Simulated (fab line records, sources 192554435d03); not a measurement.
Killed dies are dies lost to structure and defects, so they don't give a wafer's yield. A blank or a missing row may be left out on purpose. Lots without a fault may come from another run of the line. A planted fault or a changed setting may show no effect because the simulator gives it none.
fab line records | flow n5_finfet
record lots=7 wafers=39
route steps=1938 shown ZERO_LAYER@11 FIN_CUT@173 SDB@361 GATE_CUT@490 BEOL_M1@754 BEOL_M2@890 BEOL_M3@950 BEOL_M4@1081 BEOL_M7@1321 BEOL_M8@1389 BEOL_M13@1673 MIM_BOT@1833 PASSIVATION@1936
start_h: hours from the record's first day to the start of the lot's first wafer shown | wait_h: hours since the lot's step before | " the same as in the row above | L1.1+2: a row that stands for several wafers | - no value, or no start given | * or withheld: withheld | < > ~ a bound
route shown NAME@n: a module of which the file shows steps, and the number in the route of the first | usual: mean/standard deviation of fault-free wafers | same: alike in all rows | chamber/n: place in a boat | sites: the reading at each site | _std_site: their standard deviation | _edge_site: outer sites' mean less inner sites' | radius_mm: how far each site lies from the wafer's centre | mask NAME#n: copy n | behind: the tool/chamber that last shaped the wafer | hold: why the lot was held/for how many hours/how that ended | device: the transistor (n, p or np) that didn't switch | end of line: the same wafers' tests at the end of the route | a step without rows: its recipe alone | killed: dies lost to structure and defects at the first sort, not the wafer's yield | map: a wafer's dies, x killed, . not, _ none there
set.NAME: the setting as run; set.NAME@STEP: as run at that earlier step | model.NAME: the simulator's own value behind a step, which no gauge read
lots whose settings were changed on purpose; a table a step, a row a wafer
## steps
# step N5_ZERO_LAYER_DEVELOP_10
# recipe develop_time_s=60 rinse_liquid=diw dry=air_spin dev_temp_c=21
# step N5_FIN_CUT_CUT_ETCH_26
# recipe chemistry=CH3F/O2 target=SiNx target_depth_a=390 mask_material=SOC time_s=55.7 pressure_mtorr=30 source_w=395 bias_w=73 Ar_flow_sccm=150 CH3F_flow_sccm=30 O2_flow_sccm=20 ion_energy_ev=120
# step N5_SDB_ETCH_18
# recipe chemistry=N2/H2 target=SOC target_depth_a=1000 overetch_a=200 mask_material=SiARC temp_c=40 time_s=150 ion_energy_ev=200 pressure_mtorr=30 source_w=840 bias_w=150 n2_flow_sccm=200 h2_flow_sccm=200
# step N5_GATE_CUT_DESCUM_18
# recipe chemistry=O2 time_s=7 source_power_w=50 bias_power_w=20 pressure_mtorr=20 rf_frequency_hz=2.712e+07 temp_c=40 resist=CAR-EUV o2_flow_sccm=225
# step N5_BEOL_M1_HM_DEP_02
# recipe material=TiN target_thk_a=200 temp_c=25 chamber_pressure_pa=0.49996
# step N5_BEOL_M2_TRENCH_ETCH_37
# recipe chemistry=C4F6/O2 target_depth_a=555.55 target=SiOC time_s=29.2 ion_energy_ev=250 pressure_mtorr=30 source_w=355 bias_w=185 Ar_flow_sccm=300 C4F6_flow_sccm=10 O2_flow_sccm=10
# step N5_BEOL_M3_ETCH_64
# recipe chemistry=N2/H2 target=SOC target_depth_a=750 overetch_a=150 mask_material=SiARC temp_c=40 time_s=112.5 ion_energy_ev=200 pressure_mtorr=30 source_w=840 bias_w=150 n2_flow_sccm=200 h2_flow_sccm=200
# step N5_BEOL_M4_ALD_84
# recipe material=TaN target_thk_a=* temp_c=275 ald_precursor_family=PDMAT ald_co_reactant=NH3 pressure_torr=3 carrier_flow_sccm=1500 pulse_time_s=2 purge_time_s=3 co_reactant_purge_time_s=2 co_reactant_pulse_time_s=3 ald_cycles=30 precursor_vessel_temp_c=75 precursor_vessel_pressure_torr=26.25 precursor_vessel_carrier_sccm=1000
# step N5_BEOL_M7_SURFACE_TREAT_79
# recipe gas=Ar time_s=* ion_energy_ev=* ion_current_ma_cm2=0.5 pressure_mtorr=* ar_flow_sccm=30
# step N5_BEOL_M8_ALD_77
# recipe material=TaN target_thk_a=20 temp_c=275 ald_precursor_family=PDMAT ald_co_reactant=NH3 pressure_torr=3 carrier_flow_sccm=1500 pulse_time_s=2 purge_time_s=3 co_reactant_purge_time_s=2 co_reactant_pulse_time_s=3 ald_cycles=40 precursor_vessel_temp_c=75 precursor_vessel_pressure_torr=26.25 precursor_vessel_carrier_sccm=1000
# step N5_BEOL_M13_ETCH_59
# recipe chemistry=N2/H2 target=BARC target_depth_a=890 overetch_a=267 time_s=67.9 ion_energy_ev=200 pressure_mtorr=30 source_w=840 bias_w=150 n2_flow_sccm=200 h2_flow_sccm=200
# step N5_MIM_BOT_SPUTTER_00
# recipe material=TiN target_thk_a=350 temp_c=200 power_w=3000 chamber_pressure_pa=0.49996 gas=Ar reactive_partial_pa=0.37997 time_s=89.7
# step N5_PASSIVATION_PROBE_49
# usual killed_at_front_end=40/10 killed_on_rim=14/4
# columns lot.wafer tool chamber start_h wait_h set.develop_time_s@ZERO_LAYER_DEVELOP_10 set.target_depth_a@FIN_CUT_CUT_ETCH_26 set.time_s@SDB_ETCH_18 set.time_s@GATE_CUT_DESCUM_18 set.target_thk_a@BEOL_M1_HM_DEP_02 set.time_s@BEOL_M2_TRENCH_ETCH_37 set.time_s@BEOL_M3_ETCH_64 set.ald_cycles@BEOL_M4_ALD_84 set.time_s@BEOL_M7_SURFACE_TREAT_79 set.ald_cycles@BEOL_M8_ALD_77 set.time_s@BEOL_M13_ETCH_59 set.time_s@MIM_BOT_SPUTTER_00 killed_at_front_end killed_on_rim
L078.2 prober-02 - 288.52 0.1 60 390 150 7 200 29.2 112.5 30 * 40 67.9 89.7 44 13
L078.3 prober-02 - 288.57 0.1 60 390 150 7 200 29.2 112.5 30 * 40 67.9 89.7 25 9
L078.4 prober-02 - 288.62 0.2 60 390 150 7 200 29.2 112.5 30 * 40 67.9 89.7 33 10
L079.1 prober-01 - 293.12 0.1 60 390 150 7 272 18.99 112.5 47 * 40 31.22 89.7 30 74
L079.2 prober-01 - 293.17 0.2 94.44 248.2 98.45 7 272 18.99 112.5 47 * 47 67.9 89.7 1109 152
L079.3 prober-01 - 293.22 0.2 94.44 248.2 98.45 7 272 29.2 112.5 30 * 40 31.22 89.7 1092 152
L079.4 prober-01 - 293.27 0.3 94.44 390 150 7 200 29.2 112.5 30 * 47 67.9 89.7 38 12
L079.5 prober-01 - 293.32 0.3 60 390 98.45 7 200 29.2 112.5 47 * 47 31.22 89.7 1105 152
L079.6 prober-01 - 293.37 0.4 60 248.2 150 7 200 18.99 112.5 30 * 40 67.9 89.7 37 34
L084.1 prober-02 - 336.24 0.0 90.8 390 150 7 200 29.2 81.58 40 * 48 67.9 89.7 34 6
L084.2 prober-02 - 336.29 0.1 60 390 150 7 121.9 29.2 112.5 30 * 48 47.07 89.7 52 8
L084.3 prober-02 - 336.34 0.1 60 499.9 150 7 200 14.65 81.58 30 * 40 67.9 89.7 42 152
L084.4 prober-02 - 336.39 0.2 90.8 499.9 150 7 121.9 29.2 112.5 30 * 40 67.9 89.7 26 8
L084.5 prober-02 - 336.44 0.2 60 390 150 7 200 14.65 112.5 40 * 40 47.07 89.7 51 152
L084.6 prober-02 - 336.49 0.3 90.8 499.9 150 7 121.9 14.65 81.58 40 * 48 47.07 89.7 45 151
L092.1 prober-02 - 381.40 0.0 60 390 150 7 200 29.2 157.2 24 * 23 67.9 89.7 46 23
L092.2 prober-02 - 381.45 0.1 60 390 93.29 7 200 21.25 157.2 24 * 40 105.8 140.3 1104 152
L092.3 prober-02 - 381.50 0.1 60 390 93.29 4.152 200 21.25 157.2 30 * 40 105.8 140.3 1103 152
L092.4 prober-02 - 381.55 0.2 60 390 93.29 4.152 200 29.2 112.5 24 * 40 67.9 89.7 1103 152
L092.5 prober-02 - 381.60 0.2 60 390 150 7 200 21.25 112.5 30 * 23 67.9 140.3 41 152
L092.6 prober-02 - 381.65 0.3 60 390 150 4.152 200 29.2 112.5 30 * 23 105.8 89.7 55 24
L093.1 prober-02 - 385.75 0.0 60 390 150 9.142 200 29.2 61.15 30 * 40 67.9 47.4 38 152
L093.2 prober-02 - 385.80 0.1 60 390 150 7 200 29.2 61.15 36 * 40 67.9 89.7 52 152
L093.3 prober-02 - 385.85 0.1 94.94 390 150 9.142 200 37.34 112.5 36 * 40 67.9 47.4 47 13
L093.4 prober-02 - 385.90 0.2 94.94 390 104.5 9.142 200 37.34 112.5 36 * 40 67.9 89.7 1118 152
L093.5 prober-02 - 385.95 0.2 60 390 104.5 7 200 37.34 61.15 30 * 40 67.9 89.7 1119 152
L093.6 prober-02 - 386.00 0.3 94.94 390 104.5 7 200 29.2 112.5 30 * 40 67.9 47.4 1111 152
L094.1 prober-02 - 391.52 0.0 60 390 212.1 7 85.75 29.2 112.5 25 * 40 67.9 89.7 38 14
L094.2 prober-02 - 391.57 0.1 41.87 580.2 150 7 85.75 35.75 112.5 30 * 40 86.02 118.3 45 33
L094.3 prober-02 - 391.62 0.1 60 580.2 212.1 9.745 85.75 35.75 112.5 25 * 40 67.9 118.3 35 23
L094.4 prober-02 - 391.67 0.2 41.87 390 212.1 7 200 29.2 112.5 30 * 40 86.02 118.3 29 19
L094.5 prober-02 - 391.72 0.2 41.87 580.2 150 9.745 200 29.2 112.5 25 * 40 86.02 89.7 45 17
L094.6 prober-02 - 391.77 0.3 60 390 150 9.745 200 35.75 112.5 30 * 40 67.9 89.7 37 14
L095.1 prober-02 - 415.29 0.0 60 174 150 10.23 200 40.82 135.5 42 * 40 67.9 89.7 45 9
L095.2 prober-02 - 415.34 0.1 60 390 100.4 10.23 200 40.82 112.5 30 * 24 67.9 126 1138 152
L095.3 prober-02 - 415.39 0.1 38.55 390 100.4 7 266.5 29.2 135.5 30 * 40 67.9 126 1124 152
L095.4 prober-02 - 415.44 0.2 60 174 100.4 7 266.5 40.82 112.5 42 * 24 67.9 126 1135 152
L095.5 prober-02 - 415.49 0.2 38.55 390 150 10.23 266.5 29.2 112.5 42 * 40 67.9 89.7 29 10
L095.6 prober-02 - 415.54 0.3 38.55 174 150 7 200 29.2 135.5 30 * 24 67.9 89.7 58 21
# killed by level:class
L078.2 BEOL_M4:geometric_particle:open=17 FIN_SAQP:geometric_particle:open=9 BEOL_M3:geometric_particle:open=9 BEOL_M0_SAQP:geometric_particle:open=7 BEOL_M1:geometric_particle:short=7 STI_FIN_REVEAL:geometric_particle:open=6 DUMMY_GATE:geometric_particle:open=5 ILD0:geometric_particle:open=5
L078.3 MOL_CONTACT_COAG:geometric_particle:open=10 STI_FIN_REVEAL:geometric_particle:open=7 BEOL_M2:geometric_particle:open=7 FIN_SAQP:geometric_particle:short=6 BEOL_M0_SAQP:geometric_particle:open=5 BEOL_M4:geometric_particle:open=4 FIN_SAQP:geometric_particle:open=3 ILD0:geometric_particle:open=3
L078.4 BEOL_M3:geometric_particle:open=16 BEOL_M4:geometric_particle:open=8 FIN_SAQP:geometric_particle:open=5 ILD0:geometric_particle:short=5 GATE_CUT:geometric_particle:open=4 BEOL_M0_SAQP:geometric_particle:short=4 BEOL_M0_SAQP:geometric_particle:open=4 STARTING-WAFER:geometric_particle:short=4
L079.1 BEOL_M2:area_ecd=315 BEOL_M13:area_etch=174 MOL_CONTACT_COAG:geometric_particle:open=12 BEOL_M0_SAQP:geometric_particle:short=10 FIN_SAQP:geometric_particle:open=7 BEOL_M0_SAQP:geometric_particle:open=7 FIN_SAQP:geometric_particle:short=6 BEOL_M3:geometric_particle:open=4
L079.2 SDB:area_etch=1090 BEOL_M0_SAQP:geometric_particle:short=11 BEOL_M0_SAQP:geometric_particle:open=10 BEOL_M1:geometric_particle:open=9 MOL_CONTACT_COAG:geometric_particle:open=8 BEOL_M2:geometric_particle:short=6 BEOL_M4:geometric_particle:open=5 DUMMY_GATE:geometric_particle:open=5
L079.3 SDB:area_etch=1065 BEOL_M0_SAQP:geometric_particle:short=27 BEOL_M0_SAQP:geometric_particle:open=22 MOL_CONTACT_COAG:geometric_particle:open=8 BEOL_M3:geometric_particle:open=7 FIN_SAQP:geometric_particle:short=5 FIN_SAQP:geometric_particle:open=4 DUMMY_GATE:geometric_particle:open=4
L079.4 BEOL_M0_SAQP:geometric_particle:open=16 BEOL_M0_SAQP:geometric_particle:short=15 MOL_CONTACT_COAG:geometric_particle:open=12 FIN_SAQP:geometric_particle:open=7 HKMG_FIN:area_etch=7 FIN_SAQP:geometric_particle:short=6 MOL_CONTACT_COAG:geometric_particle:short=5 STARTING-WAFER:geometric_particle:open=5
L079.5 SDB:area_etch=1070 MOL_CONTACT_COAG:geometric_particle:open=20 BEOL_M0_SAQP:geometric_particle:open=17 BEOL_M0_SAQP:geometric_particle:short=17 DUMMY_GATE:geometric_particle:open=6 FIN_SAQP:geometric_particle:open=5 DUMMY_GATE:geometric_particle:short=5 FIN_SAQP:geometric_particle:short=4
L079.6 BEOL_M2:area_ecd=146 BEOL_M0_SAQP:geometric_particle:open=17 BEOL_M0_SAQP:geometric_particle:short=13 FIN_SAQP:geometric_particle:short=9 BEOL_M2:geometric_particle:open=9 MOL_CONTACT_COAG:geometric_particle:open=7 BEOL_M1:geometric_particle:open=7 ILD0:geometric_particle:short=5
L084.1 MOL_CONTACT_COAG:geometric_particle:open=13 FIN_SAQP:geometric_particle:open=9 BEOL_M1:geometric_particle:open=9 DUMMY_GATE:geometric_particle:open=7 BEOL_M0:geometric_particle:open=7 BEOL_M0_SAQP:geometric_particle:short=6 BEOL_M0_SAQP:geometric_particle:open=5 BEOL_M5:geometric_particle:open=4
L084.2 FIN_SAQP:geometric_particle:short=15 MOL_CONTACT_COAG:geometric_particle:open=12 FIN_SAQP:geometric_particle:open=8 HKMG_FIN:area_etch=7 ILD0:geometric_particle:short=5 BEOL_M1:geometric_particle:open=4 STARTING-WAFER:geometric_particle:open=4 STI_FIN_REVEAL:geometric_particle:open=3
L084.3 BEOL_M2:area_ecd=1092 MOL_CONTACT_COAG:geometric_particle:open=17 FIN_SAQP:geometric_particle:open=9 FIN_SAQP:geometric_particle:short=7 DUMMY_GATE:geometric_particle:open=6 STARTING-WAFER:geometric_particle:short=6 ILD0:geometric_particle:open=5 BEOL_M2:geometric_particle:open=4
L084.4 STI_FIN_REVEAL:geometric_particle:open=7 FIN_SAQP:geometric_particle:open=6 MOL_CONTACT_COAG:geometric_particle:open=5 BEOL_M0:geometric_particle:open=4 MOL_CONTACT_COAG:geometric_particle:short=3 BEOL_M0_SAQP:geometric_particle:short=3 BEOL_M1:geometric_particle:open=3 BEOL_M3:geometric_particle:open=3
L084.5 BEOL_M2:area_ecd=1075 FIN_SAQP:geometric_particle:short=17 MOL_CONTACT_COAG:geometric_particle:open=17 FIN_SAQP:geometric_particle:open=11 BEOL_M0_SAQP:geometric_particle:open=7 BEOL_M0_SAQP:geometric_particle:short=6 ILD0:geometric_particle:short=5 GATE_CUT:geometric_particle:open=4
L084.6 BEOL_M2:area_ecd=1068 FIN_SAQP:geometric_particle:short=15 MOL_CONTACT_COAG:geometric_particle:open=11 FIN_SAQP:geometric_particle:open=8 BEOL_M0:geometric_particle:open=7 BEOL_M1:geometric_particle:open=6 BEOL_M2:geometric_particle:open=6 STI_FIN_REVEAL:geometric_particle:open=4
L092.1 M4:area_ald=20 M8:area_ald=16 FIN_SAQP:geometric_particle:open=11 BEOL_M0_SAQP:geometric_particle:short=11 MOL_CONTACT_COAG:geometric_particle:open=10 BEOL_M0_SAQP:geometric_particle:open=9 BEOL_M4:geometric_particle:open=7 STI_FIN_REVEAL:geometric_particle:open=7
L092.2 SDB:area_etch=1064 BEOL_M0_SAQP:geometric_particle:short=17 BEOL_M0_SAQP:geometric_particle:open=13 BEOL_M4:geometric_particle:open=11 FIN_SAQP:geometric_particle:open=10 MOL_CONTACT_COAG:geometric_particle:open=8 DUMMY_GATE:geometric_particle:open=7 FIN_SAQP:geometric_particle:short=5
L092.3 SDB:area_etch=1068 BEOL_M0_SAQP:geometric_particle:open=16 MOL_CONTACT_COAG:geometric_particle:open=14 BEOL_M0_SAQP:geometric_particle:short=12 BEOL_M1:geometric_particle:open=9 BEOL_M4:geometric_particle:open=9 FIN_SAQP:geometric_particle:short=7 FIN_SAQP:geometric_particle:open=5
L092.4 SDB:area_etch=1062 MOL_CONTACT_COAG:geometric_particle:open=14 BEOL_M0_SAQP:geometric_particle:open=12 STI_FIN_REVEAL:geometric_particle:open=11 BEOL_M4:geometric_particle:open=11 FIN_SAQP:geometric_particle:open=8 DUMMY_GATE:geometric_particle:open=7 MOL_CONTACT_COAG:geometric_particle:short=6
L092.5 MIM_BOT:area_sputter=1060 MOL_CONTACT_COAG:geometric_particle:open=17 BEOL_M0_SAQP:geometric_particle:short=13 BEOL_M0_SAQP:geometric_particle:open=13 DUMMY_GATE:geometric_particle:open=11 STI_FIN_REVEAL:geometric_particle:open=8 BEOL_M4:geometric_particle:open=6 GATE_CUT:geometric_particle:open=5
L092.6 BEOL_M0_SAQP:geometric_particle:short=18 BEOL_M0_SAQP:geometric_particle:open=17 M8:area_ald=16 FIN_SAQP:geometric_particle:open=15 MOL_CONTACT_COAG:geometric_particle:open=9 BEOL_M4:geometric_particle:open=9 STI_FIN_REVEAL:geometric_particle:open=8 BEOL_M2:geometric_particle:open=7
L093.1 BEOL_M3:area_etch=1057 MOL_CONTACT_COAG:geometric_particle:open=12 BEOL_M4:geometric_particle:open=12 FIN_SAQP:geometric_particle:short=9 FIN_SAQP:geometric_particle:open=9 BEOL_M3:geometric_particle:open=8 MOL_CONTACT_COAG:geometric_particle:short=7 BEOL_M2:geometric_particle:open=7
L093.2 BEOL_M3:area_etch=1063 FIN_SAQP:geometric_particle:open=15 MOL_CONTACT_COAG:geometric_particle:open=12 FIN_SAQP:geometric_particle:short=11 BEOL_M0_SAQP:geometric_particle:short=10 BEOL_M4:geometric_particle:open=8 BEOL_M2:geometric_particle:open=7 GATE_CUT:geometric_particle:short=6
L093.3 MOL_CONTACT_COAG:geometric_particle:open=16 BEOL_M0_SAQP:geometric_particle:short=14 FIN_SAQP:geometric_particle:short=10 FIN_SAQP:geometric_particle:open=10 BEOL_M2:geometric_particle:open=10 GATE_CUT:geometric_particle:short=9 STI_FIN_REVEAL:geometric_particle:open=7 BEOL_M4:geometric_particle:open=6
L093.4 SDB:area_etch=1077 FIN_SAQP:geometric_particle:open=15 MOL_CONTACT_COAG:geometric_particle:open=13 FIN_SAQP:geometric_particle:short=11 BEOL_M0_SAQP:geometric_particle:open=10 BEOL_M0_SAQP:geometric_particle:short=9 BEOL_M4:geometric_particle:open=5 BEOL_M2:geometric_particle:open=4
L093.5 SDB:area_etch=1073 MOL_CONTACT_COAG:geometric_particle:open=14 FIN_SAQP:geometric_particle:open=11 FIN_SAQP:geometric_particle:short=9 STI_FIN_REVEAL:geometric_particle:open=9 BEOL_M0_SAQP:geometric_particle:open=7 BEOL_M4:geometric_particle:open=7 BEOL_M5:geometric_particle:open=6
L093.6 SDB:area_etch=1066 FIN_SAQP:geometric_particle:open=21 BEOL_M4:geometric_particle:open=15 BEOL_M2:geometric_particle:open=10 STI_FIN_REVEAL:geometric_particle:open=8 MOL_CONTACT_COAG:geometric_particle:open=8 BEOL_M0_SAQP:geometric_particle:open=8 BEOL_M0_SAQP:geometric_particle:short=8
L094.1 BEOL_M2:geometric_particle:open=20 M4:area_ald=17 MOL_CONTACT_COAG:geometric_particle:open=14 GATE_CUT:geometric_particle:short=6 GATE_CUT:geometric_particle:open=6 BEOL_M0:geometric_particle:open=6 STI_FIN_REVEAL:geometric_particle:open=5 BEOL_M0_SAQP:geometric_particle:short=5
L094.2 MIM_BOT:area_sputter=802 BEOL_M2:geometric_particle:open=12 MOL_CONTACT_COAG:geometric_particle:open=10 STI_FIN_REVEAL:geometric_particle:open=8 ILD0:geometric_particle:open=8 BEOL_M0_SAQP:geometric_particle:short=8 BEOL_M1:geometric_particle:open=8 BEOL_M3:geometric_particle:open=6
L094.3 MIM_BOT:area_sputter=822 M4:area_ald=21 MOL_CONTACT_COAG:geometric_particle:open=15 GATE_CUT:geometric_particle:short=9 BEOL_M0:geometric_particle:open=7 GATE_CUT:geometric_particle:open=6 FIN_SAQP:geometric_particle:short=5 FIN_SAQP:geometric_particle:open=4
L094.4 MIM_BOT:area_sputter=824 MOL_CONTACT_COAG:geometric_particle:open=12 STI_FIN_REVEAL:geometric_particle:open=11 BEOL_M0_SAQP:geometric_particle:open=5 BEOL_M2:geometric_particle:open=5 BEOL_M0:geometric_particle:open=4 BEOL_M3:geometric_particle:open=4 BEOL_M4:geometric_particle:open=4
L094.5 M4:area_ald=15 MOL_CONTACT_COAG:geometric_particle:open=13 STI_FIN_REVEAL:geometric_particle:open=11 BEOL_M1:geometric_particle:open=9 BEOL_M2:geometric_particle:open=8 BEOL_M0_SAQP:geometric_particle:short=8 HKMG_FIN:area_etch=8 GATE_CUT:geometric_particle:short=6
L094.6 MOL_CONTACT_COAG:geometric_particle:open=12 GATE_CUT:geometric_particle:short=10 STI_FIN_REVEAL:geometric_particle:open=8 BEOL_M1:geometric_particle:open=7 GATE_CUT:geometric_particle:open=6 BEOL_M2:geometric_particle:open=6 BEOL_M0_SAQP:geometric_particle:short=5 BEOL_M0_SAQP:geometric_particle:open=4
L095.1 FIN_SAQP:geometric_particle:short=14 BEOL_M0_SAQP:geometric_particle:open=9 DUMMY_GATE:geometric_particle:open=8 MOL_CONTACT_COAG:geometric_particle:open=8 FIN_SAQP:geometric_particle:open=5 BEOL_M5:geometric_particle:open=5 GATE_CUT:geometric_particle:short=4 BEOL_M0_SAQP:geometric_particle:short=4
L095.2 SDB:area_etch=1092 MOL_CONTACT_COAG:geometric_particle:open=11 FIN_SAQP:geometric_particle:open=10 FIN_SAQP:geometric_particle:short=8 STI_FIN_REVEAL:geometric_particle:open=8 DUMMY_GATE:geometric_particle:open=5 BEOL_M3:geometric_particle:open=5 BEOL_M5:geometric_particle:open=5
L095.3 SDB:area_etch=1082 STI_FIN_REVEAL:geometric_particle:open=16 BEOL_M0_SAQP:geometric_particle:open=7 MOL_CONTACT_COAG:geometric_particle:open=7 STARTING-WAFER:geometric_particle:short=6 FIN_SAQP:geometric_particle:open=5 ILD0:geometric_particle:short=5 BEOL_M0_SAQP:geometric_particle:short=5
L095.4 SDB:area_etch=1103 MOL_CONTACT_COAG:geometric_particle:open=9 BEOL_M0_SAQP:geometric_particle:open=7 BEOL_M0_SAQP:geometric_particle:short=7 FIN_SAQP:geometric_particle:short=6 FIN_SAQP:geometric_particle:open=6 STI_FIN_REVEAL:geometric_particle:open=5 STARTING-WAFER:geometric_particle:open=5
L095.5 BEOL_M1:area_open=16 MOL_CONTACT_COAG:geometric_particle:open=10 BEOL_M0_SAQP:geometric_particle:short=10 STI_FIN_REVEAL:geometric_particle:open=9 BEOL_M0_SAQP:geometric_particle:open=5 BEOL_M5:geometric_particle:open=5 FIN_SAQP:geometric_particle:open=4 FIN_SAQP:geometric_particle:short=4
L095.6 FIN_SAQP:geometric_particle:short=20 BEOL_M0_SAQP:geometric_particle:short=14 M8:area_ald=13 FIN_SAQP:geometric_particle:open=12 BEOL_M4:geometric_particle:open=7 MOL_CONTACT_COAG:geometric_particle:open=6 BEOL_M1:geometric_particle:open=6 BEOL_M0_SAQP:geometric_particle:open=5
## key
split step=N5_ZERO_LAYER_DEVELOP_10 setting=develop_time_s stated_as=60
response none clear
split step=N5_FIN_CUT_CUT_ETCH_26 setting=target_depth_a stated_as=390
response none clear
split step=N5_SDB_ETCH_18 setting=time_s stated_as=150
response step=N5_PASSIVATION_PROBE_49 reading=killed_at_front_end slope=-19.3 per=1% together_with=all explained=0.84
response step=N5_PASSIVATION_PROBE_49 reading=killed_on_rim slope=-2.3 per=1% together_with=all explained=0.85
split step=N5_GATE_CUT_DESCUM_18 setting=time_s stated_as=7
response none clear
split step=N5_BEOL_M1_HM_DEP_02 setting=target_thk_a stated_as=200
response none clear
split step=N5_BEOL_M2_TRENCH_ETCH_37 setting=time_s stated_as=29.2
response step=N5_PASSIVATION_PROBE_49 reading=killed_on_rim slope=-1.82 per=1% together_with=all explained=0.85
split step=N5_BEOL_M3_ETCH_64 setting=time_s stated_as=112.5
response none clear
split step=N5_BEOL_M4_ALD_84 setting=ald_cycles stated_as=30
response none clear
split step=N5_BEOL_M7_SURFACE_TREAT_79 setting=time_s stated_as=*
response none clear
split step=N5_BEOL_M8_ALD_77 setting=ald_cycles stated_as=40
response none clear
split step=N5_BEOL_M13_ETCH_59 setting=time_s stated_as=67.9
response none clear
split step=N5_MIM_BOT_SPUTTER_00 setting=time_s stated_as=89.7
response none clear
